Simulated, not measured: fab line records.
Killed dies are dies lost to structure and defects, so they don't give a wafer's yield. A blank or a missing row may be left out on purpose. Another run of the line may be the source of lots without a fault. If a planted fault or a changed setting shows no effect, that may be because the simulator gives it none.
fab line records -- flow nandHarc
[record] lots = 12, wafers = 35, lastDay = 24
route steps=1159 shown A_STAIRCASE@625 END@1159
lots with no fault: from the same line, run without faults
startH: start of the lot's first displayed wafer, in hours after the record's first day -- waitH: hours since the lot's step before -- " as in the row above -- L1.1+2: a single row standing in for several wafers -- - either no value or no given start -- * or withheld: withheld -- < > ~ a bound
route shown NAME@n: NAME is a module with steps in the file, n the number in the route of the first one -- usual: mean and standard deviation over wafers with no fault -- same: alike in all rows -- chamber/n: place in a boat -- sites: each site's reading -- _std_site: how widely they spread, as a standard deviation -- _edge_site: outer sites' mean less inner sites' -- radiusMm: for every site, how far away it sits from the centre of the wafer -- mask NAME#n: copy n -- behind: tool/chamber where the wafer was last shaped -- hold: why the lot went on hold/how many hours it stayed there/how the hold came to an end -- device: which transistor (n, p or np) failed to switch -- end of line: the route-end tests of the same wafers -- a step without rows: its recipe alone -- killed: dies that structure and defects cost at the first sort, which is not the same as the wafer's yield -- map: a wafer's dies, x killed, . not, _ none there
set.NAME: the setting as run; set.NAME@STEP: as run at that earlier step -- model.NAME: the simulator's own value behind a step, which no gauge read
a sample of lots followed through the steps of the route, with each step as a table and each wafer as a row
services: when a tool's chamber went out of use (startH, in hours from the record's first day, below 0 if earlier), for how many hours, and the reason
[[steps]]
[step NHARC_A_STAIRCASE_TRIM_231]
[recipe] timeS = 211.2, o2FlowSccm = 500, arFlowSccm = 0, biasW = 0, chemistry = O2
[usual] drypumpMotorCurrentA = 5.6/0.38, oesProductAu = 0.994/0.014, rfVppV = 58.0/1, showerheadPlenumPTorr = 3.60/0.13, throttleValvePct = 17.037/0.0087
lot.wafer,tool,chamber,startH,waitH,drypumpMotorCurrentA,oesProductAu,rfHoursCounterH,rfVppV,showerheadPlenumPTorr,throttleValvePct
L280.2,rieDiel-06,1,-,-,5.7,0.999,65,57.7,3.45,17.044
L280.4,rieDiel-06,2,-,-,5.5,1.017,57,58.6,3.71,17.022
L280.6,rieDiel-06,2,-,-,5.5,1.007,-,57.2,3.71,17.034
L281.3,rieDiel-07,0,-,-,5.3,0.989,9,57.6,3.72,17.047
L281.1,rieDiel-07,2,-,-,6.3,0.980,8,60.4,3.80,17.043
L281.6,rieDiel-07,3,-,-,5.7,1.001,-,57.5,3.60,17.040
L282.1,rieDiel-13,1,-,-,6.1,0.998,57,58.7,3.53,17.046
L282.2,rieDiel-13,3,-,-,5.5,0.995,55,56.3,3.30,17.028
L282.6,rieDiel-13,1,-,-,6.1,1.000,-,58.0,3.53,17.040
L290.3,rieDiel-07,2,-,-,6.3,0.980,26,57.1,3.79,17.025
L290.2,rieDiel-07,1,-,-,5.9,0.989,25,56.3,3.56,17.053
L290.5,rieDiel-07,3,-,-,5.8,1.025,-,58.3,3.59,17.032
L293.1,rieDiel-06,2,-,-,5.5,1.010,20,59.2,3.70,17.038
L293.6,rieDiel-06,1,-,-,5.7,0.982,-,57.5,3.44,17.036
L293.5,rieDiel-06,2,-,-,5.5,1.016,-,59.5,3.70,17.042
L294.3,rieDiel-06,0,-,-,5.7,1.011,31,56.8,3.59,17.044
L294.1,rieDiel-06,1,-,-,5.7,0.994,29,59.1,3.43,17.038
L294.6,rieDiel-06,3,-,-,4.8,0.994,-,57.0,3.67,17.043
L295.2,rieDiel-07,0,-,-,5.3,1.001,36,58.9,3.70,17.044
L295.6,rieDiel-07,3,-,-,5.8,1.013,-,57.2,3.59,17.034
L295.5,rieDiel-07,0,-,-,5.3,1.012,-,57.5,3.70,17.051
L296.2,rieDiel-07,0,-,-,5.3,0.988,39,58.4,3.70,17.034
L296.4,rieDiel-07,2,-,-,6.3,0.983,41,59.6,3.78,17.040
L296.5,rieDiel-07,1,-,-,5.9,0.977,-,57.0,3.55,17.034
L298.2,rieDiel-13,0,-,-,5.9,0.992,24,58.4,3.79,17.047
L298.4,rieDiel-13,2,-,-,5.3,0.987,13,57.4,3.47,17.051
L298.6,rieDiel-13,0,-,-,5.9,0.991,-,58.8,3.79,17.028
L300.2,rieDiel-13,1,-,-,6.1,0.969,33,56.3,3.51,17.021
L300.6,rieDiel-13,2,-,-,5.3,0.989,-,57.1,3.46,17.030
L300.5,rieDiel-13,3,-,-,5.5,1.001,-,57.7,3.28,17.032
L299.2,rieDiel-13,0,-,-,5.9,0.986,32,56.9,3.79,17.042
L299.1,rieDiel-13,2,-,-,5.3,0.996,20,58.1,3.46,17.038
L299.6,rieDiel-13,0,-,-,5.9,0.983,-,59.0,3.79,17.043
L303.4,rieDiel-06,2,-,-,5.5,0.997,44,59.1,3.68,17.026
L303.3,rieDiel-06,0,-,-,5.6,0.993,48,59.9,3.58,17.033
[step NHARC_A_STAIRCASE_TRIM_233]
[recipe] timeS = 211.2, o2FlowSccm = 500, arFlowSccm = 0, biasW = 0, chemistry = O2
[usual] drypumpMotorCurrentA = 5.6/0.4, oesProductAu = 0.996/0.012, rfVppV = 58.0/0.93, showerheadPlenumPTorr = 3.60/0.14, throttleValvePct = 17.037/0.0094
lot.wafer,tool,chamber,startH,waitH,drypumpMotorCurrentA,oesProductAu,rfHoursCounterH,rfVppV,showerheadPlenumPTorr,throttleValvePct
L280.4,rieDiel-06,2,-,-,5.5,0.998,57,57.8,3.71,17.051
L280.2,rieDiel-06,0,-,-,5.7,0.987,63,57.7,3.61,17.032
L280.6,rieDiel-06,2,-,-,5.5,0.998,-,58.9,3.71,17.040
L281.3,rieDiel-07,1,-,-,5.9,0.989,8,56.8,3.57,17.042
L281.1,rieDiel-07,3,-,-,5.7,1.009,9,57.7,3.60,17.025
L281.6,rieDiel-07,1,-,-,5.8,0.991,-,58.1,3.57,17.029
L282.1,rieDiel-13,0,-,-,5.9,1.000,58,57.5,3.28,17.044
L282.2,rieDiel-13,1,-,-,6.1,0.994,57,58.3,3.53,17.033
L282.6,rieDiel-13,0,-,-,5.9,0.996,-,56.8,3.28,17.047
L290.3,rieDiel-07,2,-,-,6.3,0.982,27,57.1,3.79,17.028
L290.2,rieDiel-07,0,-,-,5.3,0.993,26,60.1,3.71,17.058
L290.5,rieDiel-07,2,-,-,6.3,0.987,-,59.3,3.79,17.041
L293.1,rieDiel-06,3,-,-,4.8,0.979,21,57.2,3.68,17.040
L293.6,rieDiel-06,1,-,-,5.7,0.991,-,56.3,3.44,17.023
L293.5,rieDiel-06,2,-,-,5.5,1.019,-,57.9,3.70,17.027
L294.3,rieDiel-06,0,-,-,5.6,1.006,31,56.8,3.59,17.057
L294.1,rieDiel-06,1,-,-,5.7,0.987,29,57.1,3.43,17.042
L294.6,rieDiel-06,0,-,-,5.7,1.005,-,58.9,3.59,17.026
L295.2,rieDiel-07,0,-,-,5.3,1.005,36,57.9,3.70,17.038
L295.5,rieDiel-07,1,-,-,5.9,0.987,-,58.5,3.56,17.042
L295.6,rieDiel-07,2,-,-,6.3,0.994,-,59.1,3.79,17.044
L296.4,rieDiel-07,0,-,-,5.3,0.997,39,57.9,3.70,17.035
L296.2,rieDiel-07,1,-,-,5.9,0.994,40,58.1,3.55,17.041
L296.5,rieDiel-07,3,-,-,5.8,1.035,-,57.1,3.59,17.035
L298.4,rieDiel-13,0,-,-,5.9,0.994,24,59.9,3.79,17.050
L298.2,rieDiel-13,1,-,-,6.1,0.982,25,57.2,3.52,17.020
L298.6,rieDiel-13,0,-,-,5.9,0.994,-,58.4,3.79,17.034
L300.2,rieDiel-13,0,-,-,5.9,0.984,32,59.1,3.79,17.044
L300.6,rieDiel-13,3,-,-,5.5,1.000,-,57.0,3.28,17.044
L300.5,rieDiel-13,0,-,-,5.9,0.989,-,59.1,3.79,17.034
L299.2,rieDiel-13,3,-,-,5.5,1.008,32,56.4,3.28,17.051
L299.1,rieDiel-13,0,-,-,5.9,0.982,34,58.8,3.79,17.037
L299.6,rieDiel-13,2,-,-,5.3,0.994,-,57.0,3.46,17.037
L303.4,rieDiel-06,0,-,-,5.6,1.000,48,59.2,3.58,17.042
L303.3,rieDiel-06,1,-,-,5.7,0.981,46,58.0,3.42,17.042
[step NHARC_A_STAIRCASE_EXPOSE_247]
[recipe] na = 0.5, doseMj = 25.34, maskId = SDS_1
[usual] exposureDoseMJCm2 = 25.329/0.027, focusOffsetNm = 0.0/0.54
[same] na = 0.5
lot.wafer,tool,chamber,startH,waitH,mask,exposureDoseMJCm2,focusOffsetNm
L280.2,krfScanner-04,0,238.21,-,SDS_1#0,25.345,0.4
L280.4,krfScanner-04,0,238.21,-,SDS_1#0,25.304,0.4
L280.6,krfScanner-04,0,238.21,-,SDS_1#0,25.328,0.2
L281.1,krfScanner-04,0,257.76,-,SDS_1#0,25.294,-0.5
L281.3,krfScanner-04,0,257.76,-,SDS_1#0,25.359,0.0
L281.6,krfScanner-04,0,257.76,-,SDS_1#0,25.313,0.1
L282.1,krfScanner-03,0,259.56,-,SDS_1#0,25.306,0.4
L282.2,krfScanner-03,0,259.56,-,SDS_1#0,25.342,0.1
L282.6,krfScanner-03,0,259.56,-,SDS_1#0,25.332,-0.5
L290.2,krfScanner-03,0,301.83,-,SDS_1#0,25.333,0.4
L290.3,krfScanner-03,0,301.83,-,SDS_1#0,25.363,0.8
L290.5,krfScanner-03,0,301.83,-,SDS_1#0,25.388,0.8
L293.1,krfScanner-04,0,318.26,-,SDS_1#0,25.308,-0.8
L293.5,krfScanner-04,0,318.26,-,SDS_1#0,25.326,0.5
L293.6,krfScanner-04,0,318.26,-,SDS_1#0,25.316,-0.2
L294.1,krfScanner-03,0,335.87,-,SDS_1#0,25.329,-0.1
L294.3,krfScanner-03,0,335.87,-,SDS_1#0,25.313,-0.5
L294.6,krfScanner-03,0,335.87,-,SDS_1#0,25.317,-0.1
L295.2,krfScanner-02,0,337.28,-,SDS_1#0,25.283,-0.3
L295.5,krfScanner-02,0,337.28,-,SDS_1#0,25.291,0.1
L295.6,krfScanner-02,0,337.28,-,SDS_1#0,25.321,0.5
L296.2,krfScanner-03,0,344.57,-,SDS_1#0,25.309,0.7
L296.4,krfScanner-03,0,344.57,-,SDS_1#0,25.334,-0.8
L296.5,krfScanner-03,0,344.57,-,SDS_1#0,25.383,0.3
L298.2,krfScanner-03,0,347.98,-,SDS_1#0,25.683,-0.9
L298.4,krfScanner-03,0,347.98,-,SDS_1#0,25.712,-0.5
L298.6,krfScanner-03,0,347.98,-,SDS_1#0,25.680,-0.2
L300.2,krfScanner-03,0,370.64,-,SDS_1#0,25.695,-0.5
L300.5,krfScanner-03,0,370.64,-,SDS_1#0,25.654,-0.7
L300.6,krfScanner-03,0,370.64,-,SDS_1#0,25.700,-0.9
L299.1,krfScanner-03,0,373.48,-,SDS_1#0,25.591,-0.5
L299.2,krfScanner-03,0,373.48,-,SDS_1#0,25.539,0.4
L299.6,krfScanner-03,0,373.48,-,SDS_1#0,25.564,-0.3
L303.3,krfScanner-03,0,383.05,-,SDS_1#0,25.511,-0.3
L303.4,krfScanner-03,0,383.05,-,SDS_1#0,25.504,-0.3
[step NHARC_A_STAIRCASE_ETCH_253]
[recipe] targetDepthA = 500, timeS = 20.2, ionEnergyEv = 400, c4f8FlowSccm = 20, o2FlowSccm = 10, arFlowSccm = withheld, rfW = 600, biasW = 1000, chemistry = C4F8/O2
[usual] oesProductAu = 0.949/0.022, rfFwdPowerW = 588/3.1, rfVppV = 898/5
lot.wafer,tool,chamber,startH,waitH,oesProductAu,rfFwdPowerW,rfHoursCounterH,rfVppV
L280.4,rieDiel-13,2,238.67,0.1,0.916,598,50,895
L280.2,rieDiel-13,3,238.67,0.1,0.972,591,47,887
L280.6,rieDiel-13,1,238.67,0.1,0.914,594,-,896
L281.3,rieDiel-06,2,258.22,0.1,0.981,589,0,902
L281.1,rieDiel-06,0,258.22,0.1,0.968,588,2,897
L281.6,rieDiel-06,3,258.22,0.1,0.973,591,-,900
L282.1,rieDiel-13,3,260.06,0.1,0.976,596,55,888
L282.2,rieDiel-13,0,260.06,0.1,0.965,587,58,885
L282.6,rieDiel-13,1,260.06,0.1,0.952,591,-,898
L290.2,rieDiel-06,1,302.29,0.1,0.934,590,18,892
L290.3,rieDiel-06,3,302.29,0.1,0.934,588,17,901
L290.5,rieDiel-06,1,302.29,0.1,0.934,589,-,891
L293.1,rieDiel-07,2,318.72,0.1,0.900,583,31,906
L293.5,rieDiel-07,2,318.72,0.1,0.895,586,-,906
L293.6,rieDiel-07,3,318.72,0.1,0.934,587,-,899
L294.3,rieDiel-06,1,336.36,0.1,0.951,589,29,893
L294.1,rieDiel-06,2,336.36,0.1,0.969,586,28,903
L294.6,rieDiel-06,1,336.36,0.1,0.954,589,-,893
L295.2,rieDiel-13,0,337.75,0.1,0.919,589,21,907
L295.5,rieDiel-13,0,337.75,0.1,0.919,588,-,907
L295.6,rieDiel-13,3,337.75,0.1,0.933,593,-,887
L296.4,rieDiel-06,0,345.03,0.1,0.956,589,35,898
L296.2,rieDiel-06,2,345.03,0.1,0.957,582,31,903
L296.5,rieDiel-06,0,345.03,0.1,0.964,592,-,897
L298.2,rieDiel-06,3,348.46,0.1,0.973,587,35,900
L298.4,rieDiel-06,0,348.46,0.1,0.988,590,36,898
L298.6,rieDiel-06,2,348.46,0.1,0.958,589,-,901
L300.2,rieDiel-07,2,371.13,0.1,0.941,583,52,905
L300.5,rieDiel-07,1,371.13,0.1,0.953,591,-,897
L300.6,rieDiel-07,2,371.13,0.1,0.940,583,-,906
L299.2,rieDiel-06,1,373.95,0.1,0.909,586,42,892
L299.1,rieDiel-06,2,373.95,0.1,0.935,587,42,899
L299.6,rieDiel-06,0,373.95,0.1,0.925,590,-,896
L303.4,rieDiel-07,3,383.50,0.1,1.000,587,55,897
L303.3,rieDiel-07,1,383.50,0.1,0.956,592,55,899
[step NHARC_END_SORT_01]
[recipe] tempC = 25
[usual] killedAtArray = 25/7.8, killedAtOther = 0.6/0.81, killedAtPeriphery = 3.3/2.2, killedDies = 29/8.2, killedOpen = 3.5/1.9, killedShort = 1.8/1.3
[same] grossDies = 677
lot.wafer,tool,chamber,startH,waitH,killedAtArray,killedAtOther,killedAtPeriphery,killedDies,killedOpen,killedShort
L282.1,prober-02,0,453.97,2.5,20,0,8,28,1,0
L282.2,prober-02,0,454.76,2.8,15,0,5,20,1,2
L282.6,prober-02,0,457.91,3.9,26,0,5,31,3,2
L290.2,prober-01,0,491.05,2.8,29,0,6,35,5,0
L290.3,prober-01,0,491.85,3.1,29,0,4,33,6,1
L290.5,prober-01,0,493.46,3.7,26,2,4,32,2,5
L295.2,prober-01,0,539.86,2.8,36,0,5,41,5,0
L295.5,prober-01,0,542.26,3.7,27,0,1,28,3,2
L295.6,prober-01,0,543.06,4.0,40,1,6,47,6,2
// killed by level:class
L282.1 A_STAIRCASE:chamberFilmFlake=8 A_CHANNEL_HOLE_D1:chamberFilmFlake=5 A_M0:chamberFilmFlake=4 P_ZERO_WELL:chamberFilmFlake=3 P_GATE:chamberFilmFlake=3 A_CHANNEL_FILL_D1:geometricParticle:open=1 P_CONTACT:chamberFilmFlake=1 P_M2:chamberFilmFlake=1
L282.2 A_STAIRCASE:chamberFilmFlake=4 P_GATE:chamberFilmFlake=3 A_CHANNEL_HOLE_D1:chamberFilmFlake=3 A_CONTACT:chamberFilmFlake=2 A_M0:chamberFilmFlake=2 A_WL_FILL:geometricParticle:short=1 A_WL_FILL:geometricParticle:open=1 A_M0:geometricParticle:short=1
L282.6 A_CHANNEL_HOLE_D1:chamberFilmFlake=8 A_CONTACT:chamberFilmFlake=4 A_STAIRCASE:chamberFilmFlake=3 A_WL_FILL:chamberFilmFlake=3 A_M0:chamberFilmFlake=3 A_CONTACT:geometricParticle:open=2 P_ZERO_WELL:chamberFilmFlake=2 P_M0:geometricParticle:open=1
L290.2 A_CHANNEL_HOLE_D1:chamberFilmFlake=10 A_SLIT:chamberFilmFlake=8 A_CONTACT:chamberFilmFlake=6 A_CONTACT:geometricParticle:open=3 P_STI:chamberFilmFlake=2 A_ONON_D1:geometricParticle:open=1 A_M0:geometricParticle:open=1 P_ZERO_WELL:chamberFilmFlake=1
L290.3 A_SLIT:chamberFilmFlake=12 A_CHANNEL_HOLE_D1:chamberFilmFlake=7 A_CONTACT:chamberFilmFlake=4 A_M0:geometricParticle:open=2 P_CONTACT:geometricParticle:open=1 P_M1:geometricParticle:open=1 A_CHANNEL_HOLE_D1:geometricParticle:short=1 A_CHANNEL_FILL_D1:geometricParticle:open=1
L290.5 A_SLIT:chamberFilmFlake=10 A_CHANNEL_HOLE_D1:chamberFilmFlake=7 A_CONTACT:chamberFilmFlake=3 P_ZERO_WELL:chamberFilmFlake=2 P_GATE:chamberFilmFlake=2 A_SOURCE_PLATE:geometricParticle:short=1 A_ONON_D1:geometricParticle:short=1 A_CHANNEL_FILL_D1:geometricParticle:short=1
L295.2 A_CHANNEL_HOLE_D1:chamberFilmFlake=14 A_SLIT:chamberFilmFlake=8 P_M1:chamberFilmFlake=5 A_CONTACT:geometricParticle:open=4 A_CONTACT:chamberFilmFlake=3 A_ZERO_WELL:chamberFilmFlake=2 A_WL_FILL:chamberFilmFlake=2 A_SGD_CUT:geometricParticle:open=1
L295.5 A_SLIT:chamberFilmFlake=13 A_CHANNEL_HOLE_D1:chamberFilmFlake=8 A_WL_FILL:geometricParticle:short=2 A_CONTACT:chamberFilmFlake=2 P_GATE:geometricParticle:open=1 A_BLC:geometricParticle:open=1 A_M1:geometricParticle:open=1
L295.6 A_CHANNEL_HOLE_D1:chamberFilmFlake=17 A_SLIT:chamberFilmFlake=12 P_M1:chamberFilmFlake=5 A_WL_FILL:geometricParticle:short=2 A_ZERO_WELL:chamberFilmFlake=2 A_CONTACT:chamberFilmFlake=2 P_M1:geometricParticle:open=1 A_CHANNEL_HOLE_D1:geometricParticle:open=1
[[services]]
tool,chamber,startH,hours,kind
rieDiel-13,3,218.18,5.8,repair
rieDiel-06,0,220.29,-,clean
rieDiel-06,1,220.29,-,clean
krfScanner-04,-,222.31,2.5,repair
rieDiel-07,3,222.34,4.9,repair
rieDiel-06,2,225.22,6.5,repair
rieDiel-07,-,228.74,9.0,pm
krfScanner-03,-,236.58,9.4,repair
rieDiel-06,2,239.20,17.2,repair
rieDiel-06,-,241.58,9.0,pm
rieDiel-13,-,276.13,9.0,pm
krfScanner-02,-,278.42,10.2,repair
rieDiel-13,2,286.64,8.8,repair
krfScanner-02,-,295.99,2.6,repair
krfScanner-04,-,298.00,4.0,pm
rieDiel-06,1,303.21,7.4,repair
rieDiel-07,1,304.31,1.4,repair
krfScanner-04,-,305.05,4.5,repair
rieDiel-06,-,323.32,2.1,repair
rieDiel-07,-,325.65,0.8,repair
rieDiel-06,0,338.06,2.3,repair
krfScanner-03,-,340.00,4.0,pm
krfScanner-04,-,365.15,0.1,repair
krfScanner-02,-,382.00,4.0,pm
[[key]]
[firstSign] step = NHARC_A_STAIRCASE_EXPOSE_247, reading = exposureDoseMJCm2, direction = up, sigmas = 11, usual = 25.329, struck = 25.621
effect none on later readings
metAt NHARC_A_STAIRCASE_EXPOSE_247
struckLots L298,L299,L300,L303
testerLeftOut L298,L299,L300,L303
[loopTrim] step = NHARC_A_STAIRCASE_EXPOSE_247, setting = dose, lots = L299,L300,L303
notActingAt NHARC_A_STAIRCASE_TRIM_231,NHARC_A_STAIRCASE_TRIM_233,NHARC_A_STAIRCASE_ETCH_253
onsetBetween 344.57 347.98
[fault] kind = processParameterDrift, tool = krfScanner-03, chamber = -, onsetH = 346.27, steps = NHARC_A_STAIRCASE_EXPOSE_247, channel = doseMj, offset = 0.36924, shape = step, actsIn = theseRecipesOnly, stated = 25.34
// testerLeftOut: of these lots the tester's yield and bins aren't shown, on N5 and GAA mostly nor the transistor test; their killed dies are dies lost to structure and defects alone, not to doping, threshold or leakage, so they don't give the yield
// loopTrim: a control loop set the setting to another value than it would have without faults
